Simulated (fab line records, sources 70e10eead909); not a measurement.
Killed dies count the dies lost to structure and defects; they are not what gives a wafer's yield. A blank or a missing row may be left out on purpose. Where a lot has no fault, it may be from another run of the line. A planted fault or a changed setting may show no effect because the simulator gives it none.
Chamber matching    flow nand-harc    4 sister chambers for NHARC_A_STAIRCASE_TRIM_12 on rie-diel-12
The step chemistry O2, time 211.2 s. 8 wafers are shown with their chamber, then 9 later ones without.

== WAFERS, EACH WITH ITS CHAMBER ==
wafer   chamber  showerhead-plenum-p-Torr (Torr)  oes-product-au (a.u.)
L081.1  3        3.59                             1.001
L085.3  1        3.40                             0.988
L085.6  3        3.59                             1.001
L088.1  2        3.69                             0.981
L088.4  0        3.61                             0.978
L093.1  0        3.60                             0.987
L093.2  2        3.69                             0.984
L093.3  1        3.39                             1.014

== WAFERS WITHOUT THEIR CHAMBER ==
wafer   showerhead-plenum-p-Torr (Torr)  oes-product-au (a.u.)
L094.1  3.39                             1.012
L094.2  3.60                             0.984
L094.3  3.58                             1.003
L095.3  3.68                             0.974
L095.4  3.58                             1.008
L095.6  3.58                             1.016
L097.1  3.59                             0.976
L097.4  3.58                             1.006
L097.5  3.39                             0.995

== THE CHAMBER EACH PASSED THROUGH ==
wafer   from the rows above      in truth
L094.1  1                        1
L094.2  can't be placed: 0 or 3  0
L094.3  3                        3
L095.3  2                        2
L095.4  3                        3
L095.6  3                        3
L097.1  can't be placed: 3 or 0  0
L097.4  3                        3
L097.5  1                        1
Correctly placed: 7 of 9. Not placeable from these rows: 2 (in 2, the candidates include the true chamber). Number placed wrongly: 0.
How it was worked out, from the rows above alone: a wafer's distance from a chamber is the root of the sum, over the readings, of the square of ((its reading less the chamber's mean) divided by the reading's scatter). The wafer belongs to the nearest chamber; if the next one is less than 2 further off, it can't be placed. Each chamber's mean is taken over the wafers shown for it. The scatter is the square root of a quotient: the sum, over the shown wafers, of each reading's squared deviation from its chamber's mean, divided by wafers minus chambers.
